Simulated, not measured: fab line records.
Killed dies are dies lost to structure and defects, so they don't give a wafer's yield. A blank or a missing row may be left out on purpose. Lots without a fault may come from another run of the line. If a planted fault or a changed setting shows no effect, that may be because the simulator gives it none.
Struck lot and sound lot, side by side | flow nand_harc | 15 out of 1159 route steps
Sound: these wafers, L712.1, L712.5, L712.6. The struck wafers were L724.3, L724.4, L724.6. The cause is named last.
At each step with rows: each side's tool, then ch and its chambers, then its first start. Under that, the readings that differ: sound wafers | struck wafers | difference of the means | sigmas: that difference in standard deviations of wafers without a fault.
alike: readings whose means differ by less than 2 such deviations, and words and numbers that are the same on both sides. not compared: withheld readings, readings that some wafer has no value for, bounds like >300 that may hide the same value, and numbers for which the record gives no deviation and whose values overlap.
Wherever a step has rows on one side only, a row that says differs or no value, or a row with sigmas, the two part there. Non-overlapping numbers with no deviation appear without sigmas and do not part them. Lack of a reading on every wafer of one side parts them only where that side has two or more wafers.

first, 5 steps without rows for these wafers: NHARC_A_CONTACT_SOFTBAKE_37 (time 55 s); NHARC_A_CONTACT_EBR_38; NHARC_A_CONTACT_EXPOSE_39 (exposes mask A CC 3); NHARC_A_CONTACT_PEB_40 (peb time 65 s); NHARC_A_CONTACT_DEVELOP_41 (develop time 35 s).
NHARC_A_CONTACT_CD_MEAS_42: the cd target is 200 nm.
  sound on cd_sem-01 ch 0, day 18 17:34; struck on cd_sem-02 ch 0, day 20 19:46
  alike: cd_nm
NHARC_A_CONTACT_OVL_MEAS_43:
  sound on overlay-01 at day 18 17:39; struck on overlay-01 at day 20 19:52
  alike: overlay_x_nm, overlay_y_nm
NHARC_A_CONTACT_INSPECT_44:
  sound on defect_inspect-01 at day 18 17:41; struck on defect_inspect-01 at day 20 19:54
  alike: raw_defect_count
NHARC_A_CONTACT_DESCUM_47: chemistry O2, time 3 s.
  sound on rie_diel-05 ch 1,2,3, day 18 17:46; struck on rie_diel-05 ch 0,1,3, day 20 19:58
  alike: drypump_motor_current_A, oes_product_au, rf_vpp_V, showerhead_plenum_p_Torr, throttle_valve_pct
  not compared: rf_hours_counter_h
NHARC_A_CONTACT_ETCH_48: etches the open film in CF4, target depth 39 nm, time 65 s.
  sound on rie_diel-05 ch 0,1,3, day 18 17:51; struck on rie_diel-05 ch 0,2, day 20 20:03
  alike: drypump_motor_current_A, oes_product_au, rf_vpp_V, showerhead_plenum_p_Torr, throttle_valve_pct
  not compared: rf_hours_counter_h
NHARC_A_CONTACT_ETCH_49: etches the open film in N2/H2, target depth 260 nm, time 475.3 s.
  sound: rie_diel-05 ch 2,3; struck: rie_diel-05 ch 1,2,3
  alike: drypump_motor_current_A, oes_product_au, rf_vpp_V, showerhead_plenum_p_Torr, throttle_valve_pct
  not compared: rf_hours_counter_h
NHARC_A_CONTACT_ETCH_50: etches the open film in CF4/CHF3, target depth 84.7 nm, time 42.4 s.
  sound: rie_diel-05 ch 0,1,2; struck: rie_diel-05 ch 0,2,3
  alike: drypump_motor_current_A, oes_product_au, rf_vpp_V, showerhead_plenum_p_Torr, throttle_valve_pct
  not compared: rf_hours_counter_h
NHARC_A_CONTACT_ETCH_51: etches the open film in O2/COS, target depth 3600 nm, time 936 s.
  sound on rie_diel-05 ch 0,1, day 18 18:21; struck on rie_diel-05 ch 1,2, day 20 20:35
  reading               | sound             | struck            | difference | sigmas
  oes_product_au (a.u.) | 0.996 1.001 0.996 | 1.295 1.281 1.308 | +0.297     | +33
  alike: drypump_motor_current_A, rf_vpp_V, showerhead_plenum_p_Torr, throttle_valve_pct
  not compared: rf_hours_counter_h
NHARC_A_CONTACT_ETCH_111: etches the open film in C4F8/O2/Ar, time 140 s, target depth 700 nm.
  sound on har_cap_etch-03 ch 0,1, day 18 19:01; struck on har_cap_etch-02 ch 0,1, day 20 21:19
  not compared: rf_hours_counter_h
-- jump in the record: it breaks off in module A_CONTACT and resumes in module END (first step shown: number 1159 of the route), and 3 days separate the struck wafers' starts before and after --
NHARC_END_SORT_01:
  sound on prober-02 ch 0, day 21 08:35; struck on prober-01 ch 0, day 24 01:21
  reading      | sound | struck | difference | sigmas
  killed_short | 5 4 2 | 0 1 1  | -3         | -2
  alike: killed_at_array, killed_at_other, killed_at_periphery, killed_dies, killed_open

== WHERE THEY PART ==
Last at NHARC_END_SORT_01 as far as this record goes, first at NHARC_A_CONTACT_ETCH_51.

WHY: the cause the simulator had injected
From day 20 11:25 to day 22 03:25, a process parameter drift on rie_diel-05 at NHARC_A_CONTACT_ETCH_51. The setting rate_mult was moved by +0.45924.
